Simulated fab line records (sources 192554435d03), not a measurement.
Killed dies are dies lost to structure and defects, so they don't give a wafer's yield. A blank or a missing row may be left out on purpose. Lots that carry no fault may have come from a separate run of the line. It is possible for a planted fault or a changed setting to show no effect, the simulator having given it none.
Code-filled problem report in 8D (eight disciplines) form + flow n5Finfet + the parts of the form that need people (team, actions taken, sign-off) are left out

## 1. WHAT WENT WRONG
exposureDoseMJCm2 at N5_BEOL_M1_EXPOSE_25 reads a mean of 63.92 on 6 wafers of 2 lots; wafers without a fault read 63.00 with a standard deviation of 0.067. Measured from the usual mean, that is +14 standard deviations.
The step: exposes mask V0, defocus 5 nm, target cd 24 nm.
Seen first at day 9 00:58 on euvScanner-01, wafer L808.1. The record has a number at this step for 12 wafers belonging to 4 lots. Rule for "out", or "out of limits": more than 4 standard deviations from the usual mean. Any other wafer with a number is counted as sound.

## 2. WHAT IT IS, AND WHAT IT ISN'T
| question                    | is                     | is not                                                             |
|-----------------------------|------------------------|--------------------------------------------------------------------|
| which readings at this step | exposureDoseMJCm2      | reticleTempC                                                       |
| which lots                  | L808, L809             | L801, L818                                                         |
| which wafers of those lots  | all that have a number | -                                                                  |
| read on which tools         | euvScanner-01          | euvScanner-02                                                      |
| when                        | from day 9 00:58       | up to then (3 sound wafers); but 3 sound wafers of L818 came after |

## 3. THE SUSPECTS, EACH WITH WHAT RULES IT OUT
Counting: a tool stays on the suspect list if, at a process step up to the reading, it processed all lots that are out and no sound lot following the first of them.
- euvScanner-01 at N5_BEOL_M1_EXPOSE_25 (exposes mask V0, defocus 5 nm, target cd 24 nm): kept. It ran every lot that is out, first L808 (day 9 00:58), and no sound lot after that; its last sound lot up to then is L801 (day 6 14:50). Its own readings are out on those wafers: exposureDoseMJCm2.
The count leaves euvScanner-01 at N5_BEOL_M1_EXPOSE_25.

## 4. THE CAUSE (what the simulator had put in)
Process parameter drift: euvScanner-01, from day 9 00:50 on, at N5_BEOL_M1_EXPOSE_25. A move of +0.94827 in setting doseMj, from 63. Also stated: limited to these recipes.
After counting, this tool was the only one left.

## 5. THE EFFECT CHAIN, in route order
One row per reading whose mean, taken over the struck wafers that have a number, lies over 3 standard deviations from the usual. Only readings for which the record gives a usual standard deviation are gone through. hours: the time from each lot's start at the first step in this table that gives one to its start at this step, as a median over the lots. sigmas: the change in usual standard deviations.
| hours | step                 | reading           | usual | on struck wafers | change | sigmas |
|-------|----------------------|-------------------|-------|------------------|--------|--------|
| 0     | N5_BEOL_M1_EXPOSE_25 | exposureDoseMJCm2 | 63.00 | 63.92            | +0.92  | +14    |
Process steps it contains:
- N5_BEOL_M1_EXPOSE_25: exposes mask V0, defocus 5 nm, target cd 24 nm.
Later steps that measure or inspect, where all struck wafers having a row at the step show a number for every such reading and not one has moved that far: N5_BEOL_M4_RC_MEAS_101.

## 6. WHAT WOULD HAVE CAUGHT IT SOONER
In this record the first reading out of limits was taken at day 9 00:58, 0 hours after the fault began at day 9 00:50.
